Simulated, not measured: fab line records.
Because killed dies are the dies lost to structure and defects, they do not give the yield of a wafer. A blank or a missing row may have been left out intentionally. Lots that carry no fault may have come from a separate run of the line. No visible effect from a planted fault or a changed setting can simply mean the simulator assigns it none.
Matching of chambers / flow n5_finfet / N5_BEOL_M3_ALD_98 on ald_sin-04 has 4 sister chambers
The step deposits SiO2, target thk 2.5 nm, pulse time 1 s, co reactant pulse time 1 s. 4 wafers are shown with their chamber, then 10 later ones without.

== WAFERS, EACH WITH ITS CHAMBER ==
wafer=L081.2; chamber=1; heater_power_w (W)=77
wafer=L084.2; chamber=2; heater_power_w (W)=83
wafer=L085.1; chamber=0; heater_power_w (W)=79
wafer=L085.3; chamber=3; heater_power_w (W)=77

== WAFERS WITH NO CHAMBER GIVEN ==
wafer=L085.5; heater_power_w (W)=82
wafer=L089.3; heater_power_w (W)=82
wafer=L089.4; heater_power_w (W)=81
wafer=L089.6; heater_power_w (W)=82
wafer=L091.2; heater_power_w (W)=76
wafer=L091.3; heater_power_w (W)=75
wafer=L091.5; heater_power_w (W)=80
wafer=L097.2; heater_power_w (W)=75
wafer=L097.3; heater_power_w (W)=79
wafer=L097.4; heater_power_w (W)=84

== EACH ONE'S CHAMBER ==
wafer=L085.5; from the rows above=can't be placed: 2 or 0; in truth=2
wafer=L089.3; from the rows above=can't be placed: 2 or 0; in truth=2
wafer=L089.4; from the rows above=can't be placed: 0 or 2 or 1 or 3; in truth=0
wafer=L089.6; from the rows above=can't be placed: 2 or 0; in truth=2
wafer=L091.2; from the rows above=can't be placed: 1 or 3 or 0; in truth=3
wafer=L091.3; from the rows above=can't be placed: 1 or 3 or 0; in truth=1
wafer=L091.5; from the rows above=can't be placed: 0 or 1 or 2 or 3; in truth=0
wafer=L097.2; from the rows above=can't be placed: 1 or 3 or 0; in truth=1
wafer=L097.3; from the rows above=can't be placed: 0 or 1 or 3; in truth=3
wafer=L097.4; from the rows above=2; in truth=2
Correctly placed: 1 of 10. These rows do not allow placing 9 (true chamber among the candidates in 9). Placed wrongly: 0.
How it was worked out, from the rows above alone: a wafer's distance from a chamber is the root of the sum, over the readings, of the square of ((its reading less the chamber's mean) divided by the reading's scatter). The wafer belongs to the nearest chamber; if the next one is less than 2 further off, it can't be placed. Each chamber's mean is taken over the wafers shown for it. The scatter (one wafer shown for each chamber): square how far every hidden wafer sits from the nearest shown wafer, average those squares and take the square root.
